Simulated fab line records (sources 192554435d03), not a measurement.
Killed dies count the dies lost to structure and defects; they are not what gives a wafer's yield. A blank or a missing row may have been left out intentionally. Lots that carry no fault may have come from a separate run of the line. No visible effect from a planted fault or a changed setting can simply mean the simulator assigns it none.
A single fault, viewed from 2 desks ; flow n5-finfet ; what lay behind the numbers comes last; until then each desk has only its own

AT THE METROLOGY DESK
What the gauges read for every lot (on any tool): the sampled wafers with a number, averaged. The brackets show how far a lot's mean lies from the usual mean; more than 4 standard deviations puts the lot out of limits, marked OUT.
Columns: A = cd-nm at N5_BEOL_M7_CD_MEAS_18, usual 39.9 nm
lot;first seen here;A
L131;day 9 08:10;39.6
L133;day 9 10:37;39.5
L135;day 10 13:56;39.4
L144;day 12 21:37;40.3
L143;day 13 00:35;40.3
L145;day 13 01:37;40.2
L146;day 13 04:47;40.2
L150;day 14 01:13;40.3
L149;day 14 07:26;40.8
L152;day 14 15:38;40.0
This desk's finding: nothing out of limits on any of the 10 lots.

THE TOOL OWNER'S DESK: rie-diel-03
The tool's own readings at N5_BEOL_M7_ETCH_41 (etches SiCN in CH3F/O2, target depth 31.9 nm, time 57.8 s): means of the sampled wafers that have a number, for each lot that ran on this tool. The brackets show how far a lot's mean lies from the usual mean; more than 4 standard deviations puts the lot out of limits, marked OUT.
Columns: A = bias-w at N5_BEOL_M7_ETCH_41, usual 75.01 W; B = chamber-pressure-mTorr at N5_BEOL_M7_ETCH_41, usual 30.00 mTorr; C = drypump-motor-current-A at N5_BEOL_M7_ETCH_41, usual 5.6 A; D = oes-product-au at N5_BEOL_M7_ETCH_41, usual 0.83 a.u.; E = rf-vpp-V at N5_BEOL_M7_ETCH_41, usual 297.7 V; F = showerhead-plenum-p-Torr at N5_BEOL_M7_ETCH_41, usual 2.02 Torr; G = throttle-valve-pct at N5_BEOL_M7_ETCH_41, usual 16.29 %
lot;first seen here;A;B;C;D;E;F;G
L131;day 9 09:02;75.15;30.03;5.1;0.80;296.7;1.98;16.54
L133;day 9 11:23;74.85;30.01;5.3;0.84;296.9;2.02;16.40
L135;day 10 19:49;75.19;30.00;5.3;0.83;297.4;2.02;16.42
L144;day 12 23:11;60.21 (-67) OUT;30.00;5.4;0.84;258.2 (-22) OUT;2.10;16.23
L143;day 13 01:20;59.94 (-69) OUT;29.99;5.4;0.83;258.8 (-22) OUT;2.10;16.25
This desk's verdict: out of limits on L143, L144, starting with L144 at day 12 23:11 (bias-w at N5_BEOL_M7_ETCH_41). L131, L133, L135: within limits.

ALL TOGETHER
The tool owner's desk could have raised an alarm at day 12 23:11, on L143, L144.
At the metrology desk, nothing out of limits was observed.
The metrology desk holds a record of L143, L144, inside its limits.
Every lot named ran N5_BEOL_M7_ETCH_41 on rie-diel-03.

WHAT THE SIMULATOR HAD PUT IN
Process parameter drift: rie-diel-03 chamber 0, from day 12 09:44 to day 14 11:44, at N5_BEOL_M7_ETCH_41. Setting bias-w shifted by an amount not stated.
Lots struck among those shown: L143, L144.
How many hours passed from the start of the fault until each desk's first out-of-limits reading: the tool owner's desk, 13.
